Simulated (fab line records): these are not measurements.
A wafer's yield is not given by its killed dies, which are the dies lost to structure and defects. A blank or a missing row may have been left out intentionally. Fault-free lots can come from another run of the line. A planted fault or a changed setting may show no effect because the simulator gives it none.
What tool caused it? | flow nand_harc | 11 lots with 33 wafers sampled at 6 steps, on a route of 1302 steps

== WHAT THE GAUGES SHOWED, per wafer ==
NHARC_A_CHANNEL_HOLE_D2_OVL_MEAS_11.
lot  | measured     | on         | overlay_x_nm (nm) | overlay_y_nm (nm)
L775 | day 12 23:43 | overlay-01 | -0.1 0.6 -0.1     | 0.9 1.0 1.2
L777 | day 14 05:18 | overlay-02 | 1.7 1.4 1.6       | 0.8 0.1 0.2
L779 | day 14 13:44 | overlay-02 | -0.8 -1.2 -0.8    | 0.9 1.1 1.1
L780 | day 15 01:58 | overlay-01 | 0.2 0.6 0.4       | -0.8 -0.5 -1.1
L782 | day 15 18:10 | overlay-01 | 0.4 0.3 0.5       | -0.7 -0.2 -0.3
L783 | day 16 15:11 | overlay-01 | -0.5 -0.7 -0.8    | 0.6 0.2 0.4
L784 | day 17 17:12 | overlay-01 | -0.1 -0.2 -0.2    | 0.9 0.9 2.2
L786 | day 18 02:16 | overlay-01 | 0.1 0.1 -0.2      | 0.6 -0.2 -0.3
L787 | day 18 10:22 | overlay-01 | -0.3 0.2 0.3      | -0.6 -0.3 -1.0
L790 | day 19 10:41 | overlay-01 | -0.3 -0.4 -1.3    | 0.0 -0.7 0.0
L789 | day 19 11:31 | overlay-02 | -0.6 -1.1 -1.3    | 0.5 -0.1 -0.6

NHARC_A_CHANNEL_HOLE_D2_CD_MEAS_31.
lot  | measured     | on        | cd_nm (nm)
L775 | day 13 10:48 | cd_sem-01 | 87.7 87.2 87.0
L777 | day 14 12:07 | cd_sem-02 | 85.5 91.8 90.2
L779 | day 14 20:34 | cd_sem-03 | 87.8 91.2 87.6
L780 | day 15 08:44 | cd_sem-01 | 90.9 89.9 93.7
L782 | day 16 00:57 | cd_sem-03 | 89.5 89.9 89.2
L783 | day 16 22:08 | cd_sem-01 | 89.8 90.0 92.0
L784 | day 18 02:28 | cd_sem-02 | 94.5 87.7 90.1
L786 | day 18 09:04 | cd_sem-03 | 90.8 89.8 92.0
L787 | day 18 20:19 | cd_sem-01 | 87.8 91.0 90.1
L790 | day 19 19:44 | cd_sem-02 | 0.3 -1.7 -0.3 0.3 -2.0 -0.6
L789 | day 19 22:05 | cd_sem-03 | 3.6 0.6 0.1 3.2 0.5 0.0

NHARC_END_SORT_01.
lot  | measured     | on        | defect_limited_yield (%) | killed_at_array | killed_at_other | killed_at_periphery | killed_dies | killed_open | killed_short
L782 | day 27 03:35 | prober-01 | 95 95 96                 | 35 27 20        | 0 0 2           | 2 4 4               | 37 31 26    | 5 2 1       | 2 4 3
L783 | day 27 16:16 | prober-01 | 93 91 94                 | 44 59 35        | 0 0 1           | 6 5 5               | 50 64 41    | 2 2 2       | 3 4 1
L786 | day 29 09:03 | prober-01 | 93 93 93                 | 35 43 42        | 3 2 0           | 7 5 8               | 45 50 50    | 5 6 5       | 5 5 4

== WHICH TOOL RAN EACH LOT (tool, then ch and the chambers of the sampled wafers, then the start) ==
lot  | NHARC_A_CHANNEL_HOLE_D2_ETCH_38    | NHARC_A_CHANNEL_HOLE_D2_ETCH_21  | NHARC_A_CHANNEL_HOLE_D2_ETCH_27
L775 | rie_diel-05 ch 0,1,2, day 12 23:54 | har_etch-02 ch 0, day 13 01:58   | har_etch-02 ch 0, day 13 08:59
L777 | rie_diel-06 ch 0,1,2, day 14 05:29 | har_etch-02 ch 0,1, day 14 07:00 | har_etch-02 ch 0,1, day 14 10:34
L779 | rie_diel-05 ch 0,1,2, day 14 13:55 | har_etch-02 ch 0,1, day 14 15:32 | har_etch-02 ch 0,1, day 14 19:02
L780 | rie_diel-06 ch 1,2,3, day 15 02:08 | har_etch-01 ch 0,1, day 15 03:43 | har_etch-01 ch 0,1, day 15 07:14
L782 | rie_diel-09 ch 1,2, day 15 18:21   | har_etch-01 ch 0,1, day 15 19:52 | har_etch-01 ch 0,1, day 15 23:25
L783 | rie_diel-06 ch 1,3, day 16 15:23   | har_etch-02 ch 0,1, day 16 16:53 | har_etch-02 ch 0,1, day 16 20:26
L784 | rie_diel-05 ch 2,3, day 17 17:23   | har_etch-01 ch 0,1, day 17 18:55 | har_etch-01 ch 0,1, day 18 00:54
L786 | rie_diel-09 ch 0,2,3, day 18 02:27 | har_etch-02 ch 0,1, day 18 03:58 | har_etch-02 ch 0,1, day 18 07:31
L787 | rie_diel-09 ch 2,3, day 18 10:32   | har_etch-02 ch 1, day 18 15:13   | har_etch-02 ch 1, day 18 18:47
L790 | rie_diel-05 ch 1,2,3, day 19 10:55 | har_etch-02 ch 0,1, day 19 14:50 | har_etch-02 ch 0,1, day 19 18:17
L789 | rie_diel-09 ch 0,1,3, day 19 11:43 | har_etch-01 ch 0,1, day 19 17:01 | har_etch-01 ch 0,1, day 19 20:34
- NHARC_A_CHANNEL_HOLE_D2_ETCH_38: etches the open film in CF4, target depth 39 nm, time 65 s.
- NHARC_A_CHANNEL_HOLE_D2_ETCH_21: etches the open film in C4F8/O2/Ar, time 514.3 s, target depth 1600 nm.
- NHARC_A_CHANNEL_HOLE_D2_ETCH_27: etches the open film in C4F8/O2/Ar, time 90 s, target depth 400 nm.

== WHAT THE TOOLS THEMSELVES READ (means of the sampled wafers that have a number; where no wafer has one, the mark that the record gives instead) ==
NHARC_A_CHANNEL_HOLE_D2_ETCH_38.
lot  | tool        | bias_w (W) | cf4_flow_sccm (sccm) | drypump_motor_current_A (A) | oes_product_au (a.u.) | rf_vpp_V (V) | showerhead_plenum_p_Torr (Torr) | throttle_valve_pct (%)
L775 | rie_diel-05 | 99.91      | 149.6                | 5.8                         | 0.985                 | 151.2        | 1.76                            | 13.281
L777 | rie_diel-06 | 99.99      | 149.8                | 5.5                         | 0.994                 | 151.6        | 1.81                            | 13.280
L779 | rie_diel-05 | 100.05     | 149.7                | 5.8                         | 0.990                 | 151.4        | 1.76                            | 13.288
L780 | rie_diel-06 | 100.00     | 150.3                | 5.8                         | 0.995                 | 151.1        | 1.79                            | 13.289
L782 | rie_diel-09 | 100.07     | 149.7                | 5.2                         | 0.994                 | 152.8        | 1.84                            | 13.283
L783 | rie_diel-06 | 99.98      | 150.5                | 6.0                         | 0.999                 | 150.8        | 1.75                            | 13.283
L784 | rie_diel-05 | 99.91      | 150.5                | 6.1                         | 0.993                 | 151.5        | 1.77                            | 13.285
L786 | rie_diel-09 | 99.81      | 150.4                | 5.7                         | 0.999                 | 153.2        | 1.83                            | 13.270
L787 | rie_diel-09 | 99.37      | 150.4                | 5.8                         | 0.995                 | 150.9        | 1.81                            | 13.285
L790 | rie_diel-05 | 99.87      | 149.8                | 6.1                         | 0.992                 | 151.0        | 1.78                            | 13.275
L789 | rie_diel-09 | 100.13     | 150.2                | 5.7                         | 0.999                 | 151.5        | 1.86                            | 13.292

NHARC_A_CHANNEL_HOLE_D2_ETCH_21.
lot  | tool        | c4f8_flow_sccm (sccm) | chamber_pressure_mTorr (mTorr) | drypump_motor_current_A (A) | showerhead_plenum_p_Torr (Torr) | throttle_valve_pct (%)
L775 | har_etch-02 | 89.26                 | 19.981                         | 5.1                         | 3.38                            | 32.144
L777 | har_etch-02 | 89.35                 | 20.000                         | 5.5                         | 3.86                            | 32.162
L779 | har_etch-02 | 89.56                 | 19.993                         | 5.5                         | 3.86                            | 32.152
L780 | har_etch-01 | 89.36                 | 20.012                         | 6.0                         | 3.59                            | 32.161
L782 | har_etch-01 | 89.53                 | 20.004                         | 5.8                         | 3.60                            | 32.161
L783 | har_etch-02 | 89.29                 | 19.999                         | 6.0                         | 3.78                            | 32.150
L784 | har_etch-01 | 89.53                 | 20.007                         | 5.9                         | 3.59                            | 32.162
L786 | har_etch-02 | 89.23                 | 20.032                         | 5.5                         | 3.84                            | 32.151
L787 | har_etch-02 | 89.61                 | 19.984                         | 6.4                         | 3.70                            | 32.149
L790 | har_etch-02 | -                     | -                              | -                           | -                               | -
L789 | har_etch-01 | -                     | -                              | -                           | -                               | -

NHARC_A_CHANNEL_HOLE_D2_ETCH_27.
lot  | tool        | bias_v (V) | c4f8_flow_sccm (sccm) | drypump_motor_current_A (A) | showerhead_plenum_p_Torr (Torr) | throttle_valve_pct (%)
L775 | har_etch-02 | 401        | 41.63                 | 5.1                         | 3.41                            | 27.616
L777 | har_etch-02 | 398        | 41.80                 | 5.5                         | 3.91                            | 27.631
L779 | har_etch-02 | 404        | 41.73                 | 5.5                         | 3.91                            | 27.621
L780 | har_etch-01 | 400        | 41.74                 | 6.0                         | 3.63                            | 27.623
L782 | har_etch-01 | 402        | 41.67                 | 5.9                         | 3.64                            | 27.625
L783 | har_etch-02 | 399        | 41.73                 | 6.0                         | 3.82                            | 27.612
L784 | har_etch-01 | 397        | 41.80                 | 5.8                         | 3.62                            | 27.617
L786 | har_etch-02 | 395        | 41.54                 | 5.5                         | 3.88                            | 27.623
L787 | har_etch-02 | 399        | 41.62                 | 6.4                         | 3.74                            | 27.612
L790 | har_etch-02 | 398        | 41.73                 | 5.5                         | 3.87                            | 27.624
L789 | har_etch-01 | 400        | 41.80                 | 5.8                         | 3.60                            | 27.621

== THE ANSWER, worked out from the rows above alone ==
Rule: the lots themselves supply what counts as usual. The widest of any qualifying gaps counts: lots, ordered by their means at a reading, are off when they make up no more than a third of the lots, leave a main group of 4 or more, and stand apart from it by 3 or more times the standard deviation of that group's means. The tables above print the reading to a certain number of digits; a main group whose means all agree to those digits is not used. Also off: a lot with no number at a reading for which 4 or more lots have one. Where the step has rows for the other lots, those lots are counted as sound. First the gauges in route order, then the tools' own readings, where a lot's mean is used as printed above. The first step at which some lot is off is used, and at that step the reading that is off furthest; a lot without a number counts as furthest.
Off at NHARC_A_CHANNEL_HOLE_D2_CD_MEAS_31 (cd_nm): L790, L789. For the main group the mean is 89.8 nm and the standard deviation 1.2.
If a tool, at a process step before that reading, ran all the lots that are off and no sound lot after the first of them, it fits. The gauges at NHARC_A_CHANNEL_HOLE_D2_CD_MEAS_31 aren't tried: what is off there is off at NHARC_A_CHANNEL_HOLE_D2_ETCH_21 too, on other tools, and a gauge's error can't cause that. No candidate that was tried fits.

== WHAT THE SIMULATOR HAD INSERTED ==
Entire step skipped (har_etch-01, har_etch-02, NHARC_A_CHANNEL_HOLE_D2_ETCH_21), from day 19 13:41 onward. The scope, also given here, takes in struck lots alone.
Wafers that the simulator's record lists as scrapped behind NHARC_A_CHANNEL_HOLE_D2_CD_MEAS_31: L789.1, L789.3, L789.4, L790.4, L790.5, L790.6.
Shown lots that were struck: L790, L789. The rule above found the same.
